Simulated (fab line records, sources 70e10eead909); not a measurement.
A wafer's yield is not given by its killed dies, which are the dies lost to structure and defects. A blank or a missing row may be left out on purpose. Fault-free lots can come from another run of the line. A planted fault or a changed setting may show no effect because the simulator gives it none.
fab line records | flow nandHarc
[record] lots = 6 wafers = 18 lastDay = 32
route steps=1302 shown THIN_TSV@1283 END@1302
lots that met no fault: from a run of the same line without faults
startH: hours from the record's first day to the start of the lot's first wafer shown | waitH: hours since the lot's step before | " as in the row above | L1.1+2: one row covering several wafers at once | - either no value or no given start | * or withheld: withheld | < > ~ a bound
route shown NAME@n: a module of which the file shows steps, and the number in the route of the first | usual: mean and standard deviation over wafers with no fault | same: alike in all rows | chamber/n: place in a boat | sites: each site's reading | _std_site: standard deviation across them | _edge_site: outer sites' mean less inner sites' | radiusMm: for every site, how far away it sits from the centre of the wafer | mask NAME#n: copy n | behind: the last tool/chamber to shape the wafer | hold: what put the lot on hold/how long, in hours/how the hold closed | device: the transistor (n, p or np) that didn't switch | end of line: tests of these same wafers at the route's end | a step given without rows: its recipe and nothing more | killed: dies that structure and defects cost at the first sort, which is not the same as the wafer's yield | map: shows each die of a wafer: x if killed, . if not, _ if none is there
set.NAME: the setting as run; set.NAME@STEP: as run at that earlier step | model.NAME: the simulator's own value behind a step, which no gauge read
lots seen at some steps along the route; tables by step, rows by wafer
services: from which hour (startH, from the record's first day; less than 0 if before it) a tool's chamber was out of use, for how many hours, and why
[[steps]]
[step NHARC_THIN_TSV_DEHYDRATE_25]
[recipe] tempC = 150 timeS = 120
[step NHARC_THIN_TSV_HMDS_26]
[recipe] timeS = 30
[step NHARC_THIN_TSV_COAT_27]
[recipe] spinRpm = *
[step NHARC_THIN_TSV_SOFTBAKE_28]
[recipe] tempC = 122 timeS = 95
[step NHARC_THIN_TSV_EBR_29]
[step NHARC_THIN_TSV_EXPOSE_30]
[recipe] na = 0.55 doseMj = 11.47 maskId = PAD
[step NHARC_THIN_TSV_PEB_31]
[recipe] pebTempC = 118 pebTimeS = 85
[step NHARC_THIN_TSV_DEVELOP_32]
[recipe] timeS = 70
[step NHARC_THIN_TSV_CD_MEAS_33]
[recipe] targetCdNm = 5000 landingEnergyEv = 500
[usual] cdNm = 5000.8/1.9
// columns lot.wafer tool chamber startH waitH cdNm
L612.2 cdSem-02 0 543.80 - 4999.6
L612.5 " 0 " " 4997.6
L612.6 " 0 " " 4996.8
L621.1 cdSem-02 0 629.12 - 5002.6
L621.2 " 0 " " 5000.1
L621.4 " 0 " " 5002.6
L622.1 cdSem-03 0 645.52 - 4998.8
L622.2 " 0 " " 4999.5
L622.5 " 0 " " 4999.9
L627.3 cdSem-01 0 701.89 - 5002.9
L627.4 " 0 " " 5001.6
L627.5 " 0 " " 5002.5
L630.2 cdSem-01 0 752.82 - 4999.2
L630.3 " 0 " " 5000.4
L630.5 " 0 " " 4995.2
L632.1 cdSem-01 0 762.00 - 5000.8
L632.2 " 0 " " 4998.4
L632.6 " 0 " " 5001.3
[step NHARC_THIN_TSV_HARDBAKE_34]
[recipe] tempC = 125 timeS = 80
[step NHARC_THIN_TSV_DESCUM_35]
[recipe] timeS = 3 o2FlowSccm = 200 arFlowSccm = 0 biasPowerW = 0 chemistry = O2
[usual] drypumpMotorCurrentA = 5.6/0.48 oesProductAu = 1.000/0.0097 rfVppV = 57.8/0.87 showerheadPlenumPTorr = 1.93/0.11 throttleValvePct = 11.312/0.0098
// columns lot.wafer tool chamber startH waitH drypumpMotorCurrentA oesProductAu rfHoursCounterH rfVppV showerheadPlenumPTorr throttleValvePct
L612.2 rieDiel-01 1 544.00 - 4.8 1.006 9.4 58.8 2.00 11.301
L612.5 " 2 " " 5.8 1.001 - 58.3 1.80 11.306
L612.6 " 3 " " 4.9 1.004 - 58.9 2.06 11.322
L621.4 rieDiel-01 2 629.30 - 5.8 0.995 2.8 57.3 1.80 11.326
L621.2 " 3 " " 4.8 0.988 2.5 57.1 2.06 11.312
L621.1 " 0 " " 5.4 0.995 2.8 57.0 1.93 11.327
L622.2 rieDiel-03 2 645.70 - 5.9 0.997 0.1 59.4 2.02 11.323
L622.1 " 3 " " 6.1 1.006 0.1 58.1 2.04 11.327
L622.5 " 3 " " 6.1 1.012 - 57.4 2.04 11.301
L627.3 rieDiel-01 0 702.05 - 5.4 1.000 6.7 57.9 1.93 11.302
L627.5 " 0 " " 5.4 1.017 - 57.5 1.93 11.311
L627.4 " 2 " " 5.8 1.004 - 57.3 1.80 11.321
L630.2 rieDiel-03 2 752.98 - 5.9 0.999 6.2 57.2 2.02 11.303
L630.3 " 1 " " 6.1 1.002 5.9 57.3 1.80 11.327
L630.5 " 3 " " 6.1 1.025 - 57.2 2.04 11.318
L632.1 rieDiel-03 2 762.16 - 5.9 1.007 6.9 58.0 2.02 11.316
L632.2 " 0 " " 5.1 0.992 7.1 58.2 1.81 11.319
L632.6 " 3 " " 6.1 1.016 - 59.0 2.04 11.305
[step NHARC_THIN_TSV_ETCH_59]
[recipe] targetDepthA = 8800 icpW = 900 biasW = 100 Cl2_flow_sccm = 60 bcl3FlowSccm = 30 timeS = 138.1 chemistry = Cl2/BCl3
[usual] drypumpMotorCurrentA = 6.1/0.57 oesProductAu = 1.000/0.0086 rfFwdPowerW = 895.4/2.9 runLengthS = 159.2/0.41 throttleValvePct = 22.263/0.0083
// columns lot.wafer tool chamber startH waitH drypumpMotorCurrentA oesProductAu rfFwdPowerW rfHoursCounterH runLengthS throttleValvePct
L612.2 rieMetal-02 0 544.12 0.1 6.5 1.014 893.7 2.0 158.9 22.256
L612.5 " 1 " " 6.7 0.996 895.7 - 159.5 22.242
L612.6 " 0 " " 6.4 1.011 896.2 - 158.7 22.256
L621.1 rieMetal-02 1 629.41 0.1 6.7 0.994 894.7 3.6 159.2 22.272
L621.2 " 0 " " 6.4 1.012 892.9 3.6 158.4 22.256
L621.4 " 1 " " 6.7 1.005 894.5 - 159.6 22.263
L622.1 rieMetal-02 1 645.82 0.1 6.7 0.998 895.7 0.0 159.1 22.262
L622.2 " 0 " " 6.4 0.993 894.7 0.0 159.1 22.269
L622.5 " 1 " " 6.7 1.001 896.4 - 159.2 22.272
L627.4 rieMetal-01 1 702.27 0.1 6.4 0.993 896.1 - 159.5 22.266
L627.3 " 0 " " 5.3 1.000 894.3 - 159.1 22.275
L627.5 " 0 " " 5.3 1.011 893.2 - 159.4 22.269
L630.2 rieMetal-02 1 753.11 0.1 6.7 0.988 894.1 1.8 159.2 22.266
L630.3 " 0 " " 6.4 1.002 898.7 - 158.7 22.253
L630.5 " 1 " " 6.6 0.999 894.5 - 159.2 22.264
L632.2 rieMetal-02 0 762.28 0.1 6.4 0.997 896.3 2.0 158.7 22.257
L632.1 " 1 " " 6.6 0.996 891.5 2.0 159.0 22.269
L632.6 " 1 " " 6.7 0.994 890.1 - 159.4 22.273
[step NHARC_THIN_TSV_ETCH_36]
[recipe] targetDepthA = 650 overEtchFrac = 0.3 timeS = 18.571 ionEnergyEv = 150 chemistry = Cl2/BCl3
[usual] drypumpMotorCurrentA = 6.1/0.57 oesProductAu = 1.000/0.009 runLengthS = 39.6/0.4
// columns lot.wafer tool chamber startH waitH drypumpMotorCurrentA oesProductAu rfHoursCounterH runLengthS
L612.2 rieMetal-02 1 544.35 0.2 6.7 0.994 2.2 39.6
L612.6 " 1 " " 6.7 1.005 - 39.9
L612.5 " 0 " " 6.4 1.032 - 38.8
L621.2 rieMetal-02 0 629.67 0.2 6.4 1.008 3.8 34.3
L621.1 " 1 " " 6.7 0.992 3.8 39.5
L621.4 " 1 " " 6.7 0.999 - 39.6
L622.1 rieMetal-02 0 646.08 0.2 6.4 0.986 0.2 34.1
L622.2 " 1 " " 6.7 0.996 0.2 39.9
L622.5 " 1 " " 6.7 0.996 - 39.7
L627.3 rieMetal-01 1 702.47 0.1 6.4 0.990 - 40.4
L627.4 " 0 " " 5.3 0.998 - 39.8
L627.5 " 1 " " 6.4 0.978 - 39.9
L630.2 rieMetal-02 0 753.37 0.2 6.4 0.994 1.9 38.8
L630.3 " 0 " " 6.4 1.000 - 39.0
L630.5 " 0 " " 6.4 0.998 - 39.3
L632.1 rieMetal-02 1 762.54 0.2 6.6 0.997 2.1 40.4
L632.2 " 0 " " 6.4 1.003 2.1 38.9
L632.6 " 0 " " 6.4 0.992 - 39.3
[step NHARC_THIN_TSV_STRIP_56]
[recipe] powerW = 1500 tempC = 250 chemistry = O2
[usual] drypumpMotorCurrentA = 5.8/0.61 heaterPowerW = 314/35
// columns lot.wafer tool chamber startH waitH drypumpMotorCurrentA heaterPowerW rfHoursCounterH
L612.2 plasmaAsher-01 0 544.54 0.2 6.3 346 3
L612.6 " 1 " " 6.2 343 -
L612.5 " 0 " " 6.3 356 -
L621.1 plasmaAsher-01 1 629.77 0.1 6.1 341 20
L621.2 " 0 " " 6.3 343 20
L621.4 " 0 " " 6.2 340 -
L622.1 plasmaAsher-02 1 646.18 0.1 5.6 271 35
L622.2 " 0 " " 4.7 272 35
L622.5 " 0 " " 4.7 278 -
L627.4 plasmaAsher-02 0 702.65 0.2 4.7 271 -
L627.3 " 1 " " 5.6 283 -
L627.5 " 0 " " 4.7 270 -
L630.2 plasmaAsher-02 1 753.52 0.1 5.6 276 22
L630.3 " 0 " " 4.7 266 -
L630.5 " 1 " " 5.6 275 -
L632.2 plasmaAsher-02 0 762.65 0.1 4.7 274 24
L632.1 " 1 " " 5.6 283 24
L632.6 " 0 " " 4.7 270 -
[step NHARC_END_SORT_01]
[recipe] tempC = 25
[usual] defectLimitedYield = 91.4/2.5 killedAtArray = 54/17 killedAtOther = 1.0/1.4 killedAtPeriphery = 3.6/2.1 killedDies = 58/17 killedOpen = 3.2/2 killedShort = 2.5/1.5
[same] grossDies = 677
// columns lot.wafer tool chamber startH waitH defectLimitedYield[%] killedAtArray killedAtOther killedAtPeriphery killedDies killedOpen killedShort
L612.2 prober-02 0 553.84 2.8 89.8 65 0 4 69 6 1
L612.5 prober-02 0 556.23 3.7 90.5 62 0 2 64 7 4
L612.6 prober-02 0 557.03 4.0 89.8 62 0 7 69 7 1
L621.1 prober-02 0 638.26 2.5 94.1 33 2 5 40 2 2
L621.2 prober-02 0 639.07 2.8 89.8 67 0 2 69 6 5
L621.4 prober-02 0 640.70 3.4 91.1 54 0 6 60 2 3
L632.1 prober-02 0 771.70 2.5 90.5 60 0 4 64 3 2
L632.2 prober-02 0 772.49 2.8 89.8 66 0 3 69 4 1
L632.6 prober-02 0 775.67 4.0 86.6 84 2 5 91 7 2
// killed by level:class
L612.2 A_CHANNEL_HOLE_D2:chamberFilmFlake=38 A_STAIRCASE:chamberFilmFlake=8 A_CHANNEL_HOLE_D1:chamberFilmFlake=5 A_CONTACT:chamberFilmFlake=4 A_ONON_D1:geometricParticle:open=2 A_CHANNEL_FILL_D1:geometricParticle:open=2 A_CHANNEL_FILL_D1:chamberFilmFlake=2 P_M0:geometricParticle:open=1
L612.5 A_CHANNEL_HOLE_D1:chamberFilmFlake=28 A_CHANNEL_HOLE_D2:chamberFilmFlake=12 A_CONTACT:chamberFilmFlake=6 A_STAIRCASE:chamberFilmFlake=3 A_ONON_D1:geometricParticle:open=2 A_CHANNEL_FILL_D2:geometricParticle:open=2 A_WL_FILL:chamberFilmFlake=2 P_M0:geometricParticle:open=1
L612.6 A_CHANNEL_HOLE_D2:chamberFilmFlake=32 A_CHANNEL_HOLE_D1:chamberFilmFlake=13 P_CONTACT:chamberFilmFlake=5 A_STAIRCASE:chamberFilmFlake=5 A_CHANNEL_FILL_D1:geometricParticle:open=4 A_CHANNEL_FILL_D1:chamberFilmFlake=3 A_CONTACT:chamberFilmFlake=3 P_GATE:geometricParticle:open=1
L621.1 A_CHANNEL_HOLE_D2:chamberFilmFlake=13 A_CHANNEL_HOLE_D1:chamberFilmFlake=9 A_STAIRCASE:chamberFilmFlake=5 P_STI:chamberFilmFlake=2 P_M2:chamberFilmFlake=2 THIN_TSV:chamberFilmFlake=2 A_ONON_D1:geometricParticle:short=1 A_CHANNEL_HOLE_D1:geometricParticle:open=1
L621.2 A_CHANNEL_HOLE_D2:chamberFilmFlake=26 A_CHANNEL_HOLE_D1:chamberFilmFlake=22 A_STAIRCASE:chamberFilmFlake=4 A_CHANNEL_FILL_D1:geometricParticle:open=3 A_CHANNEL_FILL_D1:geometricParticle:short=3 A_CONTACT:chamberFilmFlake=2 P_CONTACT:geometricParticle:open=1 A_ONON_D1:geometricParticle:open=1
L621.4 A_CHANNEL_HOLE_D1:chamberFilmFlake=32 A_CHANNEL_HOLE_D2:chamberFilmFlake=10 A_STAIRCASE:chamberFilmFlake=5 P_M1:geometricParticle:short=2 A_CHANNEL_FILL_D2:geometricParticle:open=2 P_GATE:chamberFilmFlake=2 A_DECK1_JOINT:chamberFilmFlake=2 A_M0:geometricParticle:short=1
L632.1 A_SLIT:chamberFilmFlake=26 A_CHANNEL_HOLE_D2:chamberFilmFlake=16 A_CHANNEL_HOLE_D1:chamberFilmFlake=6 A_STAIRCASE:chamberFilmFlake=4 P_GATE:chamberFilmFlake=2 A_SGD_CUT:chamberFilmFlake=2 A_CONTACT:chamberFilmFlake=2 P_GATE:geometricParticle:short=1
L632.2 A_SLIT:chamberFilmFlake=21 A_CHANNEL_HOLE_D2:chamberFilmFlake=17 A_CHANNEL_HOLE_D1:chamberFilmFlake=12 A_STAIRCASE:chamberFilmFlake=5 A_ONON_D1:geometricParticle:open=2 A_DECK1_JOINT:geometricParticle:open=2 P_ZERO_WELL:chamberFilmFlake=2 A_CONTACT:chamberFilmFlake=2
L632.6 A_CHANNEL_HOLE_D2:chamberFilmFlake=36 A_SLIT:chamberFilmFlake=26 A_CHANNEL_HOLE_D1:chamberFilmFlake=10 A_STAIRCASE:chamberFilmFlake=5 P_ZERO_WELL:chamberFilmFlake=3 A_ONON_D2:geometricParticle:open=2 P_GATE:geometricParticle:open=1 P_M1:geometricParticle:short=1
[[services]]
// columns tool chamber startH hours kind
rieDiel-01 - 557.86 9.0 pm
rieDiel-01 3 569.20 2.0 repair
rieDiel-03 1 573.19 1.6 repair
rieMetal-01 - 575.00 9.0 pm
plasmaAsher-01 - 587.98 2.5 repair
rieDiel-01 1 606.37 2.9 repair
rieDiel-01 0 621.37 1.2 repair
rieMetal-02 - 631.02 9.0 pm
rieMetal-02 0 631.02 9.0 ventCycle
rieMetal-02 1 631.02 9.0 ventCycle
rieDiel-03 - 635.30 9.0 pm
plasmaAsher-02 - 646.47 9.0 pm
rieMetal-01 0 657.85 3.8 repair
rieMetal-02 1 662.72 2.5 repair
rieDiel-01 1 692.13 35.2 repair
rieDiel-01 2 694.17 5.2 repair
plasmaAsher-01 - 696.19 9.0 pm
rieDiel-03 1 713.05 6.2 repair
rieDiel-03 3 722.62 5.9 repair
plasmaAsher-01 - 727.08 2.5 repair
rieDiel-01 1 730.52 12.7 repair
rieDiel-01 - 734.86 9.0 pm
rieMetal-01 - 752.00 9.0 pm
rieDiel-01 - 760.83 0.3 repair
[[key]]
[firstSign] step = NHARC_THIN_TSV_ETCH_36 reading = runLengthS direction = down sigmas = 14 usual = * struck = *
effect none on later readings
metAt NHARC_THIN_TSV_ETCH_36
struckWafers L621.2,L622.1
onsetBetween 544.35 629.67
[fault] kind = processParameterDrift tool = rieMetal-02 chamber = 0 onsetH = 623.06 steps = NHARC_THIN_TSV_ETCH_36 channel = timeS offset = * shape = step endH = 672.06 actsIn = * stated = *
